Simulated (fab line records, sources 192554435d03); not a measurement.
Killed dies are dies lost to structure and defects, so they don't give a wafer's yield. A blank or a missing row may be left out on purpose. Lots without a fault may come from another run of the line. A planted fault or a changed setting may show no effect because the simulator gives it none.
fab line records | flow n5_finfet
record lots=12 wafers=34 last_day=17
route steps=1938 shown FIN_CUT@172 STI_FIN_REVEAL@184 DUMMY_GATE@218
lots that met no fault: from a run of the same line without faults
start_h: hours from the record's first day to the start of the lot's first wafer shown | wait_h: hours since the lot's step before | " the same as in the row above | L1.1+2: a row that stands for several wafers | - no value, or no start given | * or withheld: withheld | < > ~ a bound
route shown NAME@n: a module of which the file shows steps, and the number in the route of the first | usual: mean/standard deviation of fault-free wafers | same: alike in all rows | chamber/n: place in a boat | sites: the reading at each site | _std_site: their standard deviation | _edge_site: outer sites' mean less inner sites' | radius_mm: how far each site lies from the wafer's centre | mask NAME#n: copy n | behind: the tool/chamber that last shaped the wafer | hold: why the lot was held/for how many hours/how that ended | device: the transistor (n, p or np) that didn't switch | end of line: the same wafers' tests at the end of the route | a step without rows: its recipe alone | killed: dies lost to structure and defects at the first sort, not the wafer's yield | map: a wafer's dies, x killed, . not, _ none there
set.NAME: the setting as run; set.NAME@STEP: as run at that earlier step | model.NAME: the simulator's own value behind a step, which no gauge read
steps of the route over a sample of lots; a table a step, a row a wafer
services: from which hour (start_h, from the record's first day; less than 0 if before it) a tool's chamber was out of use, for how many hours, and why
## steps
# step N5_FIN_CUT_STRIP_24
# recipe chemistry=CF4 resist=SiARC power_w=300 bias_power_w=75 pressure_mtorr=50 cf4_flow_sccm=150 rf_frequency_hz=6e+07
# usual drypump_motor_current_A=5.7/0.42 oes_product_au=0.79/0.076 power_w=299.9/0.91 rf_vpp_V=271.3/1.6 showerhead_plenum_p_Torr=1.80/0.061 throttle_valve_pct=13.57/0.17
# columns lot.wafer tool chamber start_h wait_h drypump_motor_current_A oes_product_au power_w rf_hours_counter_h rf_vpp_V showerhead_plenum_p_Torr throttle_valve_pct
L974.2 rie_diel-04 2 27.70 0.0 5.5 0.69 299.7 223 269.4 1.72 13.72
L974.3 " 3 " " 5.7 0.71 300.9 202 269.6 1.71 13.70
L974.5 " 1 " " 5.8 0.95 299.3 - 273.9 1.92 13.46
L977.1 rie_diel-05 3 45.31 0.0 6.2 0.74 300.5 180 274.1 1.87 13.70
L977.2 " 0 " " 5.9 0.69 299.5 226 271.9 1.85 13.91
L977.3 " 2 " " 5.3 0.83 299.9 65 272.7 1.82 13.63
L978.2 rie_diel-01 1 51.08 0.0 6.3 0.91 299.2 12 271.6 1.78 13.19
L978.3 " 3 " " 6.0 0.80 300.6 114 272.3 1.81 13.43
L978.6 " 1 " " 6.3 0.91 298.8 - 270.1 1.78 13.20
L983.1 rie_diel-05 3 80.82 0.0 6.2 0.73 300.0 191 272.7 1.87 13.72
L983.2 " 1 " " 6.1 0.81 300.1 79 269.8 1.76 13.60
L983.6 " 0 " " 5.9 0.69 299.4 - 271.5 1.85 13.92
L984.2 rie_diel-01 1 88.28 0.0 6.3 0.89 300.2 24 271.4 1.78 13.21
L984.3 " 0 " " 6.1 0.72 299.8 194 271.9 1.84 13.56
L984.6 " 2 " " 5.1 0.84 299.8 - 270.6 1.75 13.53
L986.3 rie_diel-01 0 101.78 0.0 6.1 0.72 300.3 197 272.9 1.84 13.57
L986.5 " 2 " " 5.2 0.84 300.6 - 271.2 1.75 13.53
L986.6 " 1 " " 6.3 0.88 299.3 - 270.6 1.77 13.24
L987.3 rie_diel-05 1 109.30 0.0 6.1 0.80 299.4 87 270.9 1.75 13.62
L987.4 " 2 " " 5.3 0.81 301.2 85 272.2 1.81 13.67
L987.5 " 1 " " 6.1 0.81 299.4 - 270.3 1.75 13.61
L988.1 rie_diel-04 2 110.82 0.0 5.5 0.68 300.7 247 268.7 1.71 13.76
L988.4 " 3 " " 5.7 0.69 301.3 226 268.6 1.71 13.76
L988.5 " 3 " " 5.7 0.69 299.3 - 269.0 1.71 13.76
L989.1 rie_diel-01 2 118.01 0.0 5.1 0.83 298.4 75 271.6 1.75 13.54
L989.2 " 1 " " 6.3 0.86 301.3 33 270.6 1.77 13.24
L989.6 " 1 " " 6.3 0.87 300.7 - 270.5 1.77 13.25
L990.3 rie_diel-04 3 124.23 0.0 5.7 0.68 299.5 231 269.2 1.70 13.78
L990.4 " 3 " " 5.7 0.69 299.3 - 268.3 1.70 13.79
L990.5 " 0 " " 5.1 0.76 299.4 - 270.3 1.79 13.45
L994.1 rie_diel-04 3 146.70 0.0 5.7 0.68 298.9 240 268.5 1.70 13.78
L995.1 rie_diel-01 1 153.02 0.0 6.3 0.85 301.1 47 271.3 1.77 13.27
L995.3 " 2 " " 5.2 0.81 301.2 90 268.8 1.75 13.58
L995.6 " 1 " " 6.3 0.84 300.6 - 269.9 1.77 13.28
# step N5_STI_FIN_REVEAL_ALD_14
# recipe material=Si3N4 target_thk_a=30 temp_c=400 ald_precursor_family=SiH2I2 ald_co_reactant=N2/H2-plasma pressure_torr=2
# usual heater_power_w=832/130
# columns lot.wafer tool chamber start_h wait_h heater_power_w
L974.2 ald_sin-02 2 28.70 0.0 877
L974.3 " 0 " " 1023
L974.5 " 2 " " 873
L977.1 ald_sin-01 1 45.90 0.0 890
L977.2 " 0 " " 846
L977.3 " 2 " " 731
L978.2 ald_sin-01 2 52.17 0.0 728
L978.3 " 0 " " 835
L978.6 " 1 " " 888
L983.1 ald_sin-02 2 81.86 0.0 873
L983.2 " 1 " " 830
L983.6 " 2 " " 857
L984.2 ald_sin-03 1 89.63 0.0 577
L984.3 " 0 " " 1023
L984.6 " 2 " " 677
L986.3 ald_sin-01 3 102.37 0.0 857
L986.5 " 3 " " 884
L986.6 " 2 " " 777
L987.3 ald_sin-03 0 111.03 0.0 1028
L987.4 " 3 " " 848
L987.5 " 1 " " 603
L988.1 ald_sin-02 1 111.66 0.0 831
L988.4 " 2 " " 865
L988.5 " 2 " " 877
L989.1 ald_sin-03 2 119.11 0.0 692
L989.2 " 1 " " 578
L989.6 " 2 " " 681
L990.3 ald_sin-02 1 124.81 0.0 833
L990.4 " 1 " " 847
L990.5 " 0 " " 1022
L994.1 ald_sin-02 2 147.33 0.0 860
L995.1 ald_sin-02 3 153.60 0.0 878
L995.3 " 2 " " 874
L995.6 " 3 " " 892
# step N5_STI_FIN_REVEAL_RECESS_09
# recipe chemistry=HF/NH3 target=SiO2 afs_cycles=11 target_depth_a=425 temp_c=30 sublimation_temp_c=180 sublimation_time_s=60
# usual drypump_motor_current_A=5.42/0.22
# columns lot.wafer tool chamber start_h wait_h drypump_motor_current_A
L974.2 vapor_etch-01 0 34.62 0.0 5.17
L974.3 " 0 " " 5.17
L974.5 " 1 " " 5.71
L977.1 vapor_etch-02 1 51.95 0.0 5.30
L977.2 " 0 " " 5.52
L977.3 " 1 " " 5.25
L978.2 vapor_etch-01 0 58.01 0.0 5.17
L978.3 " 0 " " 5.17
L978.6 " 1 " " 5.72
L983.1 vapor_etch-02 0 87.77 0.0 5.52
L983.2 " 1 " " 5.28
L983.6 " 0 88.83 1.1 5.53
L984.2 vapor_etch-02 0 95.54 0.0 5.52
L984.3 " 0 " " 5.52
L984.6 " 1 " " 5.31
L986.3 vapor_etch-01 0 108.96 0.6 5.16
L986.5 " 0 " " 5.17
L986.6 " 1 " " 5.70
L987.3 vapor_etch-02 0 117.60 0.6 5.50
L987.4 " 1 " " 5.30
L987.5 " 1 " " 5.26
L988.1 vapor_etch-01 0 117.69 0.0 5.18
L988.4 " 1 " " 5.69
L988.5 " 1 " " 5.69
L989.1 vapor_etch-01 0 125.42 0.0 5.16
L989.2 " 1 " " 5.70
L989.6 " 1 126.48 1.1 5.71
L990.3 vapor_etch-01 1 131.23 0.6 5.68
L990.4 " 0 " " 5.15
L990.5 " 1 " " 5.69
L994.1 vapor_etch-01 0 153.16 0.0 5.18
L995.1 vapor_etch-01 1 159.43 0.0 5.71
L995.3 " 0 " " 5.18
L995.6 " 1 " " 5.69
# step N5_STI_FIN_REVEAL_FIN_H_MEAS_10
# usual trench_depth_nm=52.0/0.58
# columns lot.wafer tool chamber start_h wait_h trench_depth_nm
L974.2 ocd-02 - 37.32 0.0 52.3
L974.3 " - " " 51.3
L974.5 " - " " 51.9
L977.1 ocd-01 - 54.65 0.0 52.0
L977.2 " - " " 51.9
L977.3 " - " " 52.2
L978.2 ocd-01 - 60.72 0.0 51.4
L978.3 " - " " 51.4
L978.6 " - " " 51.6
L983.1 ocd-02 - 90.46 0.0 51.8
L983.2 " - " " 51.6
L983.6 " - " " 52.3
L984.2 ocd-02 - 98.24 0.0 51.9
L984.3 " - " " 51.3
L984.6 " - " " 52.0
L986.3 ocd-01 - 111.13 0.0 51.3
L986.5 " - " " 51.3
L986.6 " - " " 52.2
L987.3 ocd-01 - 119.79 0.0 52.0
L987.4 " - " " 51.4
L987.5 " - " " 51.2
L988.1 ocd-01 - 120.42 0.0 52.0
L988.4 " - " " 52.5
L988.5 " - " " 51.7
L989.1 ocd-01 - 128.12 0.0 51.0
L989.2 " - " " 52.5
L989.6 " - " " 52.5
L990.3 ocd-01 - 133.40 0.0 52.5
L990.4 " - " " 47.4
L990.5 " - " " 51.9
L994.1 ocd-02 - 155.86 0.0 46.6
L995.1 ocd-02 - 162.19 0.0 52.1
L995.3 " - " " 47.5
L995.6 " - " " 52.0
# step N5_DUMMY_GATE_CMP_04
# recipe material=a-Si post_cmp_clean=alkaline_brush
# usual motor_current_A=9.5/0.72 slurry_flow_ml_min=150.0/0.45 time_to_endpoint_s=14.7/2.8
# columns lot.wafer tool chamber start_h wait_h motor_current_A slurry_flow_ml_min time_to_endpoint_s
L974.3 cmp-02 1 41.47 0.1 10.1 150.3 16.0
L974.2 " 2 " " 10.4 149.7 15.7
L974.5 " 3 " " 8.9 151.0 14.8
L977.1 cmp-02 3 58.74 0.0 9.1 150.0 13.8
L977.3 " 0 " " 10.0 150.2 15.6
L977.2 " 2 " " 10.4 150.2 20.5
L978.2 cmp-04 2 64.74 0.0 9.7 149.4 17.4
L978.3 " 0 " " 8.9 149.8 14.3
L978.6 " 3 " " 7.8 150.2 12.5
L983.1 cmp-01 2 94.52 0.1 10.2 150.6 13.1
L983.2 " 3 " " 9.8 150.0 18.6
L983.6 " 2 " " 10.2 150.3 13.2
L984.3 cmp-02 2 104.96 0.1 10.4 150.4 18.8
L984.2 " 0 " " 9.4 149.8 18.7
L984.6 " 2 " " 10.3 149.8 18.7
L986.3 cmp-01 1 115.37 0.1 9.8 150.3 15.7
L986.6 " 3 " " 9.2 149.9 17.6
L986.5 " 0 " " 8.8 149.5 14.2
L987.3 cmp-04 2 123.81 0.0 9.9 149.7 16.0
L987.4 " 3 " " 7.8 150.5 14.3
L987.5 " 2 " " 9.8 149.9 15.8
L988.4 cmp-04 0 125.18 0.0 8.9 150.1 13.7
L988.1 " 3 " " 7.8 149.6 13.1
L988.5 " 0 " " 9.6 150.7 15.3
L989.1 cmp-02 0 132.26 0.0 9.7 149.7 14.1
L989.2 " 2 " " 10.6 149.2 16.4
L989.6 " 0 " " 10.0 149.9 12.0
L990.4 cmp-04 2 137.45 0.1 9.7 149.8 14.4
L990.3 " 0 " " 9.4 149.6 13.0
L990.5 " 2 " " 9.6 149.8 17.5
L994.1 cmp-01 1 160.25 0.1 9.6 149.7 14.4
L995.1 cmp-04 3 166.65 0.3 7.9 149.8 14.2
L995.3 " 0 " " 9.0 149.4 15.4
L995.6 " 2 " " 10.1 149.7 14.9
## services
# columns tool chamber start_h hours kind
cmp-02 - 4.77 5.3 pm
ald_sin-02 - 12.57 6.1 pm
ald_sin-03 2 16.31 6.6 repair
rie_diel-05 3 36.92 2.7 repair
ald_sin-03 0 37.63 4.8 repair
cmp-04 - 39.86 2.2 repair
cmp-02 - 50.01 2.6 repair
ald_sin-02 - 50.88 1.8 repair
rie_diel-04 1 56.27 4.2 repair
rie_diel-05 - 60.59 0.6 repair
ald_sin-02 0 76.05 8.1 repair
rie_diel-04 0 80.56 7.8 repair
cmp-02 - 84.88 4.3 repair
ald_sin-02 - 95.70 6.0 pm
rie_diel-01 - 98.51 2.8 pm
vapor_etch-01 - 111.01 2.8 pm
rie_diel-01 3 111.79 13.2 repair
ald_sin-02 3 123.38 3.3 repair
rie_diel-01 0 123.46 131.8 repair
cmp-02 - 128.26 1.0 repair
cmp-02 - 135.48 4.0 pm
ald_sin-02 - 140.54 0.7 repair
rie_diel-01 3 154.67 14.1 repair
cmp-02 - 156.69 0.8 repair
## key
first_sign step=N5_STI_FIN_REVEAL_FIN_H_MEAS_10 reading=trench_depth_nm direction=down sigmas=8.2 usual=52.0 struck=47.2
effect none on later readings
met_at N5_STI_FIN_REVEAL_RECESS_09
struck_lots L990,L994,L995
struck_wafers L990.4,L994.1,L995.3
rows_end L994.1
tester_left_out L990,L995
not_acting_at N5_FIN_CUT_STRIP_24,N5_STI_FIN_REVEAL_ALD_14,N5_DUMMY_GATE_CMP_04
onset_between 125.42 131.23
fault kind=process_parameter_drift tool=vapor_etch-01 chamber=0 onset_h=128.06 steps=N5_STI_FIN_REVEAL_RECESS_09 channel=target_depth_a offset=-49.452 shape=step acts_in=these_recipes_only stated=425
# tester_left_out: of these lots the tester's yield and bins aren't shown, on N5 and GAA mostly nor the transistor test; their killed dies are dies lost to structure and defects alone, not to doping, threshold or leakage, so they don't give the yield
# rows_end: these wafers met a further fault down the route, and their rows from its step on are left out
